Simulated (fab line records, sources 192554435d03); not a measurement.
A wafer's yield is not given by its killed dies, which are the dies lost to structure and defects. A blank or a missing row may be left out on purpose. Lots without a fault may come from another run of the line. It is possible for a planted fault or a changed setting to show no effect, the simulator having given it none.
Split-lot trial :: flow n5-finfet :: 7 lots, 21 wafers read, on a route of 1938 steps

== THE SPLIT ITSELF ==
At N5_SD_EPI_P_EPI_21 (deposits SiGe:B, time 355 s), the setting temp-c was moved away from the recipe's 550 C on 9 of the 21 wafers read, by -0.6% to +0.4%. This setting was run at the recipe's value on the other wafers.

The reading is taken at the split's own step.

== THE READING ==
SiGe-B_of_SD_EPI_P_EPI_21.thk-nm (the simulator's own value, which no gauge read), in nm, at N5_SD_EPI_P_EPI_21 (deposits SiGe:B, time 355 s). There is no usual value for it anywhere in the file. Here, 12 wafers ran the recipe; their average is 60.6 nm with a standard deviation of 0.47 nm.

wafer: L076.2
tool, chamber at the split: epi-rpcvd-04, 0
temp-c as run, C: 547.9
against the recipe: -0.4%
SiGe-B_of_SD_EPI_P_EPI_21.thk-nm, nm: 59
against lot-mates on the recipe: no lot-mate on the recipe

wafer: L076.4
tool, chamber at the split: epi-rpcvd-04, 0
temp-c as run, C: 547.9
against the recipe: -0.4%
SiGe-B_of_SD_EPI_P_EPI_21.thk-nm, nm: 58.2
against lot-mates on the recipe: no lot-mate on the recipe

wafer: L076.6
tool, chamber at the split: epi-rpcvd-04, 0
temp-c as run, C: 547.9
against the recipe: -0.4%
SiGe-B_of_SD_EPI_P_EPI_21.thk-nm, nm: 58.4
against lot-mates on the recipe: no lot-mate on the recipe

wafer: L081.2
tool, chamber at the split: epi-rpcvd-04, 0
temp-c as run, C: 546.9
against the recipe: -0.6%
SiGe-B_of_SD_EPI_P_EPI_21.thk-nm, nm: 56.2
against lot-mates on the recipe: -4.4

wafer: L081.3
tool, chamber at the split: epi-rpcvd-04, 0
temp-c as run, C: 550
against the recipe: recipe
SiGe-B_of_SD_EPI_P_EPI_21.thk-nm, nm: 60.2
against lot-mates on the recipe: -

wafer: L081.5
tool, chamber at the split: epi-rpcvd-04, 0
temp-c as run, C: 550
against the recipe: recipe
SiGe-B_of_SD_EPI_P_EPI_21.thk-nm, nm: 61
against lot-mates on the recipe: -

wafer: L083.2
tool, chamber at the split: epi-rpcvd-01, 0
temp-c as run, C: 548.1
against the recipe: -0.3%
SiGe-B_of_SD_EPI_P_EPI_21.thk-nm, nm: 58.4
against lot-mates on the recipe: -2.6

wafer: L083.5
tool, chamber at the split: epi-rpcvd-01, 0
temp-c as run, C: 550
against the recipe: recipe
SiGe-B_of_SD_EPI_P_EPI_21.thk-nm, nm: 61.2
against lot-mates on the recipe: -

wafer: L083.6
tool, chamber at the split: epi-rpcvd-01, 0
temp-c as run, C: 550
against the recipe: recipe
SiGe-B_of_SD_EPI_P_EPI_21.thk-nm, nm: 60.8
against lot-mates on the recipe: -

wafer: L084.1
tool, chamber at the split: epi-rpcvd-01, 0
temp-c as run, C: 547.9
against the recipe: -0.4%
SiGe-B_of_SD_EPI_P_EPI_21.thk-nm, nm: 58
against lot-mates on the recipe: -3.0

wafer: L084.5
tool, chamber at the split: epi-rpcvd-01, 0
temp-c as run, C: 547.9
against the recipe: -0.4%
SiGe-B_of_SD_EPI_P_EPI_21.thk-nm, nm: 58
against lot-mates on the recipe: -3.0

wafer: L084.2
tool, chamber at the split: epi-rpcvd-01, 0
temp-c as run, C: 550
against the recipe: recipe
SiGe-B_of_SD_EPI_P_EPI_21.thk-nm, nm: 61
against lot-mates on the recipe: -

wafer: L087.1
tool, chamber at the split: epi-rpcvd-01, 0
temp-c as run, C: 550
against the recipe: recipe
SiGe-B_of_SD_EPI_P_EPI_21.thk-nm, nm: 61
against lot-mates on the recipe: -

wafer: L087.4
tool, chamber at the split: epi-rpcvd-01, 0
temp-c as run, C: 550
against the recipe: recipe
SiGe-B_of_SD_EPI_P_EPI_21.thk-nm, nm: 61
against lot-mates on the recipe: -

wafer: L087.6
tool, chamber at the split: epi-rpcvd-01, 0
temp-c as run, C: 550
against the recipe: recipe
SiGe-B_of_SD_EPI_P_EPI_21.thk-nm, nm: 60.6
against lot-mates on the recipe: -

wafer: L096.1
tool, chamber at the split: epi-rpcvd-03, 0
temp-c as run, C: 550
against the recipe: recipe
SiGe-B_of_SD_EPI_P_EPI_21.thk-nm, nm: 60
against lot-mates on the recipe: -

wafer: L096.5
tool, chamber at the split: epi-rpcvd-03, 0
temp-c as run, C: 550
against the recipe: recipe
SiGe-B_of_SD_EPI_P_EPI_21.thk-nm, nm: 60.4
against lot-mates on the recipe: -

wafer: L096.6
tool, chamber at the split: epi-rpcvd-03, 0
temp-c as run, C: 550
against the recipe: recipe
SiGe-B_of_SD_EPI_P_EPI_21.thk-nm, nm: 60.4
against lot-mates on the recipe: -

wafer: L097.2
tool, chamber at the split: epi-rpcvd-04, 0
temp-c as run, C: 552.1
against the recipe: +0.4%
SiGe-B_of_SD_EPI_P_EPI_21.thk-nm, nm: 62.8
against lot-mates on the recipe: +3.2

wafer: L097.4
tool, chamber at the split: epi-rpcvd-04, 0
temp-c as run, C: 550
against the recipe: recipe
SiGe-B_of_SD_EPI_P_EPI_21.thk-nm, nm: 59.6
against lot-mates on the recipe: -

wafer: L097.6
tool, chamber at the split: epi-rpcvd-04, 0
temp-c as run, C: 552.1
against the recipe: +0.4%
SiGe-B_of_SD_EPI_P_EPI_21.thk-nm, nm: 62.6
against lot-mates on the recipe: +3.0

FIT RESULTS
A straight line over all 21 wafers: SiGe-B_of_SD_EPI_P_EPI_21.thk-nm changes by +6.24 nm for each +1% of temp-c; r = +0.96; the points scatter about the line by 0.48 nm.
The same after taking each lot's own level away (the mean of its wafers on the recipe; 18 wafers): +7.9 nm for each +1%; r = +0.99; scatter 0.2 nm.
On that fit, the largest move of temp-c shifts the reading by 4.5 nm.
The span of the lots' own levels, 59.60 to 61.00 nm, comes to 3.0 times the standard deviation stated above.
So the lot-to-lot level changes the slope: the two fits differ.
Check: -4.44 nm against its lot-mates is what the line predicts for one of the wafers moved furthest among these (-0.6%) when that wafer is left out of the fit. Against them it came out at -4.4 nm.

== OTHER SPLITS APPLIED TO THESE WAFERS ==
Note: prior to the reading, these wafers also went through further splits. Each is held against what the fit with the lots' levels taken away leaves over:
other split on the same wafers: N5_ZERO_LAYER_COAT_05 spin-rpm
wafers away from the commonest value: 8
r with SiGe-B_of_SD_EPI_P_EPI_21.thk-nm (lot level and that fit taken away): -0.14

other split on the same wafers: N5_ZERO_LAYER_EXPOSE_08 dose-mj
wafers away from the commonest value: 7
r with SiGe-B_of_SD_EPI_P_EPI_21.thk-nm (lot level and that fit taken away): +0.33

other split on the same wafers: N5_ZERO_LAYER_DESCUM_16 time-s
wafers away from the commonest value: 4
r with SiGe-B_of_SD_EPI_P_EPI_21.thk-nm (lot level and that fit taken away): -0.08

other split on the same wafers: N5_WELL_APT_COAT_02 spin-rpm
wafers away from the commonest value: 11
r with SiGe-B_of_SD_EPI_P_EPI_21.thk-nm (lot level and that fit taken away): -0.09

other split on the same wafers: N5_FIN_SAQP_PECVD_48 time-s
wafers away from the commonest value: 10
r with SiGe-B_of_SD_EPI_P_EPI_21.thk-nm (lot level and that fit taken away): +0.24

other split on the same wafers: N5_FIN_SAQP_COAT_50 spin-rpm
wafers away from the commonest value: 8
r with SiGe-B_of_SD_EPI_P_EPI_21.thk-nm (lot level and that fit taken away): +0.21

other split on the same wafers: N5_DUMMY_GATE_ETCH_31 target-depth-a
wafers away from the commonest value: 8
r with SiGe-B_of_SD_EPI_P_EPI_21.thk-nm (lot level and that fit taken away): -0.15

other split on the same wafers: N5_DUMMY_GATE_ETCH_42 bias-w
wafers away from the commonest value: 6
r with SiGe-B_of_SD_EPI_P_EPI_21.thk-nm (lot level and that fit taken away): +0.08

other split on the same wafers: N5_SD_EPI_N_ETCH_45 target-depth-a
wafers away from the commonest value: 6
r with SiGe-B_of_SD_EPI_P_EPI_21.thk-nm (lot level and that fit taken away): -0.45

== FILE'S OWN FIT ==
SiGe-B_of_SD_EPI_P_EPI_21.thk-nm changes by +7.83 nm for each +1% of temp-c, r = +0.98.
